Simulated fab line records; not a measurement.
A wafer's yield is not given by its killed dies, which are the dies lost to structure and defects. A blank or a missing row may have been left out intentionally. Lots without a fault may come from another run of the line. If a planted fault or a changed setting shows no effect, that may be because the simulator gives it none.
A lot that was struck, set against a sound lot -- flow n5Finfet -- 44 steps out of a route of 1938
Sound: these wafers, L581.3, L581.5, L581.6. Struck: wafer L591.2. (L591.1 of the same lot was not struck and is left out.) The cause comes at the end.
Each step with rows lists, per side, the tool, then ch with its chambers, then its first start. Under that, the readings that differ: sound wafers -- struck wafers -- difference of the means -- sigmas: that difference in standard deviations of wafers without a fault.
alike: same words and numbers on both sides, and readings whose means sit less than 2 such deviations apart. not compared: any withheld reading, any reading some wafer has no value for, any bound like >300 that may hide the same value, and any number with overlapping values for which the record gives no deviation.
The two part at a step that has a row with sigmas, a row that says differs or no value, or rows on one side only. Non-overlapping numbers with no deviation appear without sigmas and do not part them. A reading that every wafer of one side lacks parts them only if that side has two wafers or more.

first, 4 steps without rows for these wafers: N5_STI_FIN_REVEAL_ALD_14 (deposits Si3N4, target thk 3 nm); N5_STI_FIN_REVEAL_FCVD_FILL_01 (material SiO2 flowable, target thk 312 nm, time 512.2 s); N5_STI_FIN_REVEAL_DENSIFY_02 (time 1800 s); N5_STI_FIN_REVEAL_CMP_04 (polishes, stops on Si3N4, t overpolish 4 s, target thk 131.83 nm).
N5_STI_FIN_REVEAL_THK_MEAS_05:
  sound on filmMetro-02 at day 4 08:29; struck on filmMetro-02 at day 6 23:19
  alike: thkNm
N5_STI_FIN_REVEAL_DENSIFY_30:
  sound on rtpAnneal-01 ch 0, day 4 08:48; struck on rtpAnneal-02 ch 0, day 6 23:30
  alike: lampPowerPct, lamp_zone_5_pct, lamp_zone_6_pct
  not compared: wafer_temp_C_max
then, 1 step without rows for these wafers: N5_STI_FIN_REVEAL_ETCHBACK_08 (etches SiO2 in C4F6/O2, target depth 30.5 nm, time 10.167 s).
N5_STI_FIN_REVEAL_STRIP_24: strips in N2/H2, time 90 s.
  sound on rieDiel-01 ch 2,3, day 4 08:59; struck on rieDiel-01 ch 0, day 6 23:46
reading,sound,struck,difference,sigmas
drypumpMotorCurrentA (A),5.4 5.0 5.3,6.4,+1.2,+2
  alike: oesProductAu, rfVppV, showerheadPlenumPTorr, throttleValvePct
  not compared: rfHoursCounterH
then, 4 steps without rows for these wafers: N5_STI_FIN_REVEAL_PRECLEAN_25 (cleans in SPM, time 90 s); N5_STI_FIN_REVEAL_PRECLEAN_26 (cleans in SC1, time 45 s); N5_STI_FIN_REVEAL_PRECLEAN_29 (cleans in DHF, time 30 s); N5_STI_FIN_REVEAL_SRD_12 (time 30 s).
N5_STI_FIN_REVEAL_RECESS_09: chemistry HF/NH3, target SiO2, afs cycles 11, target depth 42.5 nm, sublimation time 60 s.
  sound on vaporEtch-01 ch 0,1, day 4 09:48; struck on vaporEtch-01 ch 1, day 6 23:59
  alike: drypumpMotorCurrentA
then, 2 steps without rows for these wafers: N5_STI_FIN_REVEAL_STRIP_16 (strips SiNx in H3PO4, target depth 23.8 nm); N5_STI_FIN_REVEAL_PRECLEAN_17 (cleans in NF3:NH3, afs cycles 1, time 20 s, sublimation time 60 s).
N5_STI_FIN_REVEAL_ETCH_34: etches Si in H2, material Si, target depth 0.97 nm.
  sound on rieSi-01 ch 1,2,3, day 4 11:36; struck on rieSi-04 ch 3, day 7 02:05
reading,sound,struck,difference,sigmas
drypumpMotorCurrentA (A),5.68 5.93 5.61,6.59,+0.85,+3
oesProductAu (a.u.),0.994 1.020 0.993,1.039,+0.037,+2
  alike: throttleValvePct
  not compared: rfHoursCounterH
N5_STI_FIN_REVEAL_OXIDATION_31: chemistry O2 PLASMA REMOTE, time 20 s.
  sound on plasmaAsher-02 ch 0,1, day 4 11:41; struck on plasmaAsher-02 ch 0, day 7 02:08
reading,sound,struck,difference,sigmas
rfHoursCounterH (h),- - -,54,no value on the sound wafers,
  alike: drypumpMotorCurrentA, heaterPowerW
then, 6 steps without rows for these wafers: N5_STI_FIN_REVEAL_PRECLEAN_32 (cleans in NF3:NH3, afs cycles 1, time 20 s, sublimation time 60 s); N5_STI_FIN_REVEAL_STRIP_35 (strips Si3N4 in H3PO4, target depth 4 nm, time 39 s); N5_STI_FIN_REVEAL_SRD_21 (time 30 s); N5_STI_FIN_REVEAL_OXIDATION_33 (chemistry O2 PLASMA REMOTE, time 20 s); N5_STI_FIN_REVEAL_CLEAN_19 (cleans in O3/DIW, time 120 s); N5_STI_FIN_REVEAL_SRD_23 (time 30 s).
N5_STI_FIN_REVEAL_CD_MEAS_22: target cd 6.238 nm, pitch 28 nm.
  sound on cdSem-02 at day 4 12:11; struck on cdSem-02 at day 7 02:40
  alike: cdNm
N5_STI_FIN_REVEAL_FIN_H_MEAS_10:
  sound on ocd-02 at day 4 12:13; struck on ocd-01 at day 7 02:41
reading,sound,struck,difference,sigmas
trenchDepthNm (nm),52.8 52.0 51.6,55.9,+3.8,+5
then, 2 steps without rows for these wafers: N5_STI_FIN_REVEAL_PRECLEAN_18 (cleans in SC2, time 45 s); N5_STI_FIN_REVEAL_SRD_28 (time 30 s).
N5_STI_FIN_REVEAL_INSPECT_13: inspects for defects (darkfield).
  sound on defectInspect-01 at day 4 12:18; struck on defectInspect-01 at day 7 02:47
  alike: rawDefectCount
then, 2 steps without rows for these wafers: N5_DUMMY_GATE_PRECLEAN_00 (cleans in O3/DIW, time 60 s); N5_DUMMY_GATE_SRD_01 (time 30 s).
N5_DUMMY_GATE_ALD_02: deposits SiO2, target thk 2 nm, pulse time 1 s.
  sound on aldSin-02 ch 0,1, day 4 12:24; struck on aldSin-04 ch 0, day 7 02:52
  alike: heaterPowerW, precursorPulseHeightRel
  not compared: sinceWetCleanH
then, 4 steps without rows for these wafers: N5_DUMMY_GATE_CVD_03 (deposits a-Si from SiH4, target thk 150 nm, time 8042 s); N5_DUMMY_GATE_PRECLEAN_46 (cleans in DIW, time 89.5 s); N5_DUMMY_GATE_SRD_47 (dry time 32 s); N5_DUMMY_GATE_CMP_04 (polishes a-Si).
N5_DUMMY_GATE_THK_MEAS_05:
  sound on filmMetro-02 at day 4 16:29; struck on filmMetro-01 at day 7 06:57
  alike: thkNm
then, 6 steps without rows for these wafers: N5_DUMMY_GATE_HM_DEP_06 (deposits SiNx from DCS/NH3, target thk 80 nm, time 5141 s); N5_DUMMY_GATE_PECVD_30 (deposits SiO2 from TEOS/O2, target thk 55 nm, time 10.8 s); N5_DUMMY_GATE_COAT_34 (time 60 s, resist thk 60 nm); N5_DUMMY_GATE_COAT_35 (time 60 s, resist thk 10 nm); N5_DUMMY_GATE_COAT_28 (time 60 s, resist thk 10 nm); N5_DUMMY_GATE_COAT_09 (resist thk 30 nm).
-- a jump in the record: the struck wafers' starts before and after are 6 days apart (it breaks off in module DUMMY_GATE and resumes in module BEOL_M4, where the first step shown is number 1111 of the route) --
N5_BEOL_M4_RC_MEAS_101:
  sound on prober-01 ch 0, day 10 04:08; struck on prober-01 ch 0, day 12 22:38
reading,sound,struck,difference,sigmas
IOFF_P (nA/um),0.15 0.15 0.16,0.23,+0.08,+2
ION_N (uA/um),671 666 679,736,+64,+6
ION_P (uA/um),454 449 457,504,+51,+7
VT_N (mV),253.0 254.4 252.6,245.5,-7.8,-3
VT_P (mV),-258 -257 -258,-247,+11,+3
  alike: DIBL_N, DIBL_P, IOFF_N, SS_N, SS_P
following that, these wafers have no rows for 1 step: N5_PASSIVATION_PROBE_49.

## WHERE THEY PART
Earliest at N5_STI_FIN_REVEAL_STRIP_24; latest, in this record, at N5_BEOL_M4_RC_MEAS_101.

WHY: what had been put in by the simulator
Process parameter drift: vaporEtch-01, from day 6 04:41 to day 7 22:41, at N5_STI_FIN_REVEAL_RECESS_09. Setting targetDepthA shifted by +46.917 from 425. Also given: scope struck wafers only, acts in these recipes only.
